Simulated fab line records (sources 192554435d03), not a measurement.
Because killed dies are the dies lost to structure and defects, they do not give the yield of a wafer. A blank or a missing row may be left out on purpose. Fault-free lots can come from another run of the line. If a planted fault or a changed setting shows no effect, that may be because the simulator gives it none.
2 desks, one fault :: flow n5_finfet :: each desk holds nothing but its own numbers, with what lay behind them at the end

== TOOL OWNER'S DESK, litho_track-04 ==
The tool's own readings at N5_BEOL_M14_COAT_04 (resist thk 800 nm): means of the sampled wafers that have a number, for each lot that ran on this tool. If a lot's mean is further than 4 standard deviations from the usual mean, the lot is out of limits and carries the mark OUT (the distance appears in the brackets).
Columns: A = spin_speed_rpm at N5_BEOL_M14_COAT_04, usual 1703.9 rpm
lot: L723
first seen here: day 11 10:53
A: 1702.0

lot: L726
first seen here: day 12 09:22
A: 1703.8

lot: L730
first seen here: day 13 02:44
A: 1703.6

lot: L732
first seen here: day 13 06:40
A: 1703.9

lot: L743
first seen here: day 16 01:11
A: 1418.2 (-99 or more) OUT

lot: L742
first seen here: day 16 05:04
A: 1418.8 (-99 or more) OUT
This desk's verdict: out of limits on L742, L743, starting with L743 at day 16 01:11 (spin_speed_rpm at N5_BEOL_M14_COAT_04). Within limits: L723, L726, L730, L732.

== THE METROLOGY DESK ==
Lot by lot, what the gauges showed, no matter which tool ran the lot: averages of those sampled wafers that carry a number. If a lot's mean is further than 4 standard deviations from the usual mean, the lot is out of limits and carries the mark OUT (the distance appears in the brackets).
Columns: A = M14_ILD_THK at N5_BEOL_M14_THK_MEAS_01, usual 1120 nm; B = cd_nm at N5_BEOL_M14_CD_MEAS_10, usual 250.2 nm
lot: L722
first seen here: day 11 10:17
A: 1116
B: 250.9

lot: L723
first seen here: day 11 10:51
A: 1107
B: 249.5

lot: L726
first seen here: day 12 09:20
A: 1126
B: 250.0

lot: L729
first seen here: day 12 20:26
A: 1115
B: 250.2

lot: L731
first seen here: day 12 22:48
A: 1124
B: 248.9

lot: L730
first seen here: day 13 02:42
A: 1135
B: 250.9

lot: L732
first seen here: day 13 06:38
A: 1128
B: 249.9

lot: L733
first seen here: day 13 10:55
A: 1125
B: 251.0

lot: L743
first seen here: day 16 01:08
A: 1102
B: 245.7

lot: L742
first seen here: day 16 05:02
A: 1126
B: 244.6 (-4.7) OUT

lot: L745
first seen here: day 16 17:28
A: 1106
B: 251.3
This desk's verdict: out of limits on L742, starting with L742 at day 16 05:28 (cd_nm at N5_BEOL_M14_CD_MEAS_10). Within limits: L722, L723, L726, L729, L731, L730, L732, L733, L743, L745.

== TAKEN TOGETHER ==
At day 16 01:11, on L742, L743, the tool owner's desk was in a position to raise an alarm.
An alarm was possible from the metrology desk at day 16 05:28, on L742.
The metrology desk has L743 on record, within its limits.
On litho_track-04, each named lot ran N5_BEOL_M14_COAT_04.

== WHAT THE SIMULATOR HAD INSERTED ==
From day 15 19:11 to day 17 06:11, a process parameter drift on litho_track-04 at N5_BEOL_M14_COAT_04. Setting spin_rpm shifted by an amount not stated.
Shown lots that were struck: L742, L743.
Counting hours from when the fault started, the first reading out of limits came at 6 for the tool owner's desk and at 10 for the metrology desk.
